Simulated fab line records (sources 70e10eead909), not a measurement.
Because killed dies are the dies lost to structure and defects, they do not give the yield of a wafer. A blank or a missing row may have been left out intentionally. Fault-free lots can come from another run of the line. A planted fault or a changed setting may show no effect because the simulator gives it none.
A single fault, viewed from 2 desks :: flow nand-harc :: each desk holds nothing but its own numbers, with what lay behind them at the end

THE DEFECT DESK
Counts from the inspections along the route, per lot, as means over the sampled wafers that have a number. The brackets show how far a lot's mean lies from the usual mean; more than 4 standard deviations puts the lot out of limits, marked OUT.
Columns: A = raw-defect-count at NHARC_A_BONDPAD_INSPECT_23, usual 500
lot: L887
first seen here: day 18 05:36
A: 458

lot: L886
first seen here: day 18 05:59
A: 471

lot: L885
first seen here: day 18 08:42
A: 406

lot: L891
first seen here: day 18 22:39
A: 455

lot: L888
first seen here: day 19 02:53
A: 289

lot: L896
first seen here: day 21 04:12
A: 424

lot: L897
first seen here: day 21 04:35
A: 758

lot: L904
first seen here: day 22 07:56
A: 621

lot: L903
first seen here: day 22 23:18
A: 462

lot: L905
first seen here: day 22 23:35
A: 582

lot: L906
first seen here: day 23 01:59
A: 396
Finding of this desk: none of the 11 lots has anything out of limits.

AT THE TOOL OWNER'S DESK: rie-metal-03
The tool's own readings at NHARC_THIN_TSV_ETCH_59 (etches the open film in Cl2/BCl3, target depth 880 nm, time 138.1 s): means of the sampled wafers that have a number, for each lot that ran on this tool. The brackets show how far a lot's mean lies from the usual mean; more than 4 standard deviations puts the lot out of limits, marked OUT.
Columns: A = drypump-motor-current-A at NHARC_THIN_TSV_ETCH_59, usual 5.98 A; B = oes-product-au at NHARC_THIN_TSV_ETCH_59, usual 1.000 a.u.; C = run-length-s at NHARC_THIN_TSV_ETCH_59, usual 159.3 s; D = throttle-valve-pct at NHARC_THIN_TSV_ETCH_59, usual 22.267 %
lot: L887
first seen here: day 18 22:52
A: 6.08
B: 0.999
C: 159.2
D: 22.267

lot: L886
first seen here: day 19 01:13
A: 6.11
B: 0.987
C: 159.6
D: 22.264

lot: L891
first seen here: day 19 18:49
A: 6.12
B: 0.994
C: 159.4
D: 22.270

lot: L897
first seen here: day 22 02:40
A: 6.14
B: 0.998
C: 165.7 (+13) OUT
D: 22.267
This desk finds L897 out of limits, L897 being first, at day 22 02:40 (run-length-s at NHARC_THIN_TSV_ETCH_59). L887, L886, L891: within limits.

TAKEN TOGETHER
The tool owner's desk could have raised an alarm at day 22 02:40, on L897.
Nothing the defect desk looked at was out of limits.
The defect desk has L897 on record, within its limits.
NHARC_THIN_TSV_ETCH_59 was run on rie-metal-03 by each of the lots named.

WHAT HAD BEEN PUT IN BY THE SIMULATOR
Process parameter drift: rie-metal-03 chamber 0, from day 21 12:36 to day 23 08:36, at NHARC_THIN_TSV_ETCH_59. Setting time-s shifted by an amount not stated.
Shown lots that were struck: L897.
Time in hours from fault onset to the first out-of-limits reading at each desk: the tool owner's desk, 14.
